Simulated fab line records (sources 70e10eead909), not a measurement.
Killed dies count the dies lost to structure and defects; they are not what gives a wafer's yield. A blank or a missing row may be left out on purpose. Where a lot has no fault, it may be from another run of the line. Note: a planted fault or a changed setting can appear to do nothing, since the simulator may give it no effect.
Chamber matching || flow nand-harc || NHARC_A_STAIRCASE_DEP_325 on pecvd-01 has 3 sister chambers
The step deposits SiO2, target thk 7200 nm. 3 wafers are shown with their chamber, then 8 later ones without.

WAFERS WITH THEIR CHAMBER
{"wafer": "L083.2", "chamber": 1, "heater-power-w (W)": 893}
{"wafer": "L088.6", "chamber": 2, "heater-power-w (W)": 751}
{"wafer": "L091.1", "chamber": 0, "heater-power-w (W)": 645}

WAFERS WITHOUT THEIR CHAMBER
{"wafer": "L091.3", "heater-power-w (W)": 884}
{"wafer": "L091.4", "heater-power-w (W)": 742}
{"wafer": "L092.2", "heater-power-w (W)": 818}
{"wafer": "L092.4", "heater-power-w (W)": 541}
{"wafer": "L092.6", "heater-power-w (W)": 742}
{"wafer": "L097.1", "heater-power-w (W)": 907}
{"wafer": "L097.2", "heater-power-w (W)": 806}
{"wafer": "L097.6", "heater-power-w (W)": 727}

CHAMBER TAKEN BY EACH
{"wafer": "L091.3", "from the rows above": 1, "in truth": 1}
{"wafer": "L091.4", "from the rows above": "can't be placed: 2 or 0", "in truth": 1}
{"wafer": "L092.2", "from the rows above": "can't be placed: 2 or 1", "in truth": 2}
{"wafer": "L092.4", "from the rows above": 0, "in truth": 0}
{"wafer": "L092.6", "from the rows above": "can't be placed: 2 or 0", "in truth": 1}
{"wafer": "L097.1", "from the rows above": 1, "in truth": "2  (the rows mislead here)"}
{"wafer": "L097.2", "from the rows above": "can't be placed: 2 or 1", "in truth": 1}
{"wafer": "L097.6", "from the rows above": "can't be placed: 2 or 0", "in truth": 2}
Correct placement for 2 of the 8. Unplaceable from these rows: 5, with the true chamber sitting among the candidates in 3. 1 placed wrongly.
How it was worked out, from the rows above alone: a wafer's distance from a chamber is the root of the sum, over the readings, of the square of ((its reading less the chamber's mean) divided by the reading's scatter). If the next closest chamber is less than 2 further off than the closest, the wafer can't be placed; otherwise it belongs to the closest. The mean given for a chamber averages the wafers shown for that chamber. The scatter: with one shown wafer a chamber, the root of the mean of the squares of how far each hidden wafer lies from its nearest shown one.
